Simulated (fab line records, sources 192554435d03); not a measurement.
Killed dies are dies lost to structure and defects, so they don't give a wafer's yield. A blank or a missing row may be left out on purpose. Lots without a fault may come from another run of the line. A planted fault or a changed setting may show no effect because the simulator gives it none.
Split-lot experiment | flow n5_finfet | 7 lots, 39 wafers read, on a route of 1938 steps

THE SPLIT
At N5_BEOL_M15_ILD_DEP_00 (deposits SiO2 from TEOS/O2, target thk 1629.3 nm, time 346.1 s), the setting target_thk_a was moved away from the recipe's 16293 angstrom on 12 of the 39 wafers read, by -30.1% to +52.6%. The other wafers ran this setting at the recipe's value.

FROM THE SPLIT TO THE READING: what the file shows between them, 10 steps
- N5_BEOL_M15_THK_MEAS_01
- N5_BEOL_M15_COAT_58: time 60 s, resist thk 89 nm
- N5_BEOL_M15_COAT_04: resist thk 800 nm
- N5_BEOL_M15_DESCUM_15: chemistry O2, time 7.9 s
- N5_BEOL_M15_ETCH_59: etches BARC in N2/H2, target depth 89 nm, overetch 26.7 nm, time 67.9 s
- N5_BEOL_M15_VIA_ETCH_16: etches SiO2 in C4F8/O2/Ar, target depth 1792.2 nm
- N5_BEOL_M15_STRIP_63: strips in O2
- N5_BEOL_M15_STRIP_64: strips in O2
- N5_BEOL_M15_STRIP_65: strips in post etch residue remover, time 60 s
- N5_BEOL_M15_SRD_66: time 30 s, dry time 30 s

THE READING
cd_nm, in nm, at N5_BEOL_M15_CD_MEAS_17 (target cd 360 nm). Fault-free wafers of this fab line usually give 359.5 nm, standard deviation 1.9 nm.

wafer  | tool, chamber at the split | target_thk_a as run, angstrom | against the recipe | cd_nm, nm | against lot-mates on the recipe
L077.1 | pecvd-03, 2                | 16293                         | recipe             | 359.7     | -
L077.2 | pecvd-03, 1                | 11390                         | -30.1%             | 355.7     | -5.1
L077.3 | pecvd-03, 0                | 16293                         | recipe             | 362.6     | -
L077.4 | pecvd-03, 1                | 16293                         | recipe             | 360.0     | -
L077.5 | pecvd-03, 2                | 11390                         | -30.1%             | 358.1     | -2.7
L077.6 | pecvd-03, 0                | 11390                         | -30.1%             | 357.4     | -3.4
L079.1 | pecvd-02, 1                | 16293                         | recipe             | 361.7     | -
L079.2 | pecvd-02, 2                | 16293                         | recipe             | 359.7     | -
L079.3 | pecvd-02, 0                | 11530                         | -29.2%             | 357.1     | -4.0
L079.4 | pecvd-02, 1                | 11530                         | -29.2%             | 357.4     | -3.7
L079.5 | pecvd-02, 0                | 16293                         | recipe             | 361.9     | -
L079.6 | pecvd-02, 2                | 11530                         | -29.2%             | 355.6     | -5.5
L078.1 | pecvd-03, 2                | 16293                         | recipe             | 359.7     | -
L078.2 | pecvd-03, 0,1              | 16293                         | recipe             | 359.9     | -
L078.3 | pecvd-03, 1                | 16293                         | recipe             | 359.3     | -
L078.4 | pecvd-03, 2                | 16293                         | recipe             | 358.8     | -
L078.5 | pecvd-03, 0,1              | 16293                         | recipe             | 360.3     | -
L078.6 | pecvd-03, 0                | 16293                         | recipe             | 360.2     | -
L082.1 | pecvd-02, 0                | 16293                         | recipe             | 359.1     | -
L082.2 | pecvd-02, 1                | 21440                         | +31.6%             | 362.9     | +2.8
L082.3 | pecvd-02, 2                | 21440                         | +31.6%             | 366.8     | +6.7
L082.4 | pecvd-02, 1                | 21440                         | +31.6%             | 362.8     | +2.7
L082.5 | pecvd-02, 0                | 16293                         | recipe             | 360.6     | -
L082.6 | pecvd-02, 2                | 16293                         | recipe             | 360.7     | -
L080.1 | pecvd-03, 2                | 16293                         | recipe             | 358.5     | -
L080.2 | pecvd-03, 0                | 16293                         | recipe             | 358.8     | -
L080.3 | pecvd-03, 1                | 16293                         | recipe             | 359.6     | -
L080.4 | pecvd-03, 2                | 16293                         | recipe             | 362.5     | -
L080.5 | pecvd-03, 0                | 16293                         | recipe             | 359.2     | -
L080.6 | pecvd-03, 1                | 16293                         | recipe             | 358.0     | -
L086.1 | pecvd-02, 0                | 16293                         | recipe             | 355.7     | -
L086.2 | pecvd-02, 1                | 16293                         | recipe             | 359.3     | -
L086.3 | pecvd-02, 2                | 24870                         | +52.6%             | 367.9     | +10.0
L086.4 | pecvd-02, 1                | 16293                         | recipe             | 358.6     | -
L086.5 | pecvd-02, 0                | 24870                         | +52.6%             | 367.2     | +9.3
L086.6 | pecvd-02, 2                | 24870                         | +52.6%             | 365.6     | +7.7
L087.2 | pecvd-03, 0                | 16293                         | recipe             | 359.5     | -
L087.3 | pecvd-03, 2                | 16293                         | recipe             | 357.0     | -
L087.6 | pecvd-03, 0                | 16293                         | recipe             | 361.7     | -
Where a row lists several chambers, the file gives one row for several wafers and doesn't say which wafer went through which chamber.

THE FIT
A straight line over all 39 wafers: cd_nm changes by +0.123 nm for each +1% of target_thk_a; r = +0.86; the points scatter about the line by 1.5 nm.
The same after taking each lot's own level away (the mean of its wafers on the recipe; 39 wafers): +0.152 nm for each +1%; r = +0.92; scatter 1.4 nm.
On that fit, the largest move of target_thk_a shifts the reading by 8 nm.
The lots' own levels span 357.87 to 361.10 nm, that is 1.7 times the standard deviation above.
So the lot-to-lot level changes the slope: the two fits differ.
Check: with one of the wafers moved furthest among these (+52.6%) left out of the fit, the line predicts +7.66 nm for it against its lot-mates. It came out at +10 nm against them.

THE WHOLE CHAIN: every reading that the file lists as answering this split, in the file's order
step                    | what it does                                                   | reading                                                                             | change (the file's fit)               | r (the file's)
N5_BEOL_M15_ILD_DEP_00  | deposits SiO2 from TEOS/O2, target thk 1629.3 nm, time 346.1 s | SiO2_of_BEOL_M15_ILD_DEP_00.thk_nm (the simulator's own value, which no gauge read) | +16 nm for each +1% of the setting    | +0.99
N5_BEOL_M15_THK_MEAS_01 |                                                                | M15_ILD_THK                                                                         | +16 for each +1% of the setting       | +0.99
N5_BEOL_M15_VIA_ETCH_16 | etches SiO2 in C4F8/O2/Ar, target depth 1792.2 nm              | etch.depth_nm (the simulator's own value, which no gauge read)                      | +16.1 nm for each +1% of the setting  | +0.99
N5_BEOL_M15_VIA_ETCH_16 | etches SiO2 in C4F8/O2/Ar, target depth 1792.2 nm              | coat_of_BEOL_M15_COAT_04.thk_nm (the simulator's own value, which no gauge read)    | -3.83 nm for each +1% of the setting  | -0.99
N5_BEOL_M15_CD_MEAS_17  | target cd 360 nm                                               | cd_nm                                                                               | +0.153 nm for each +1% of the setting | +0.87

THE FILE'S OWN FIT
cd_nm changes by +0.153 nm for each +1% of target_thk_a, r = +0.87.
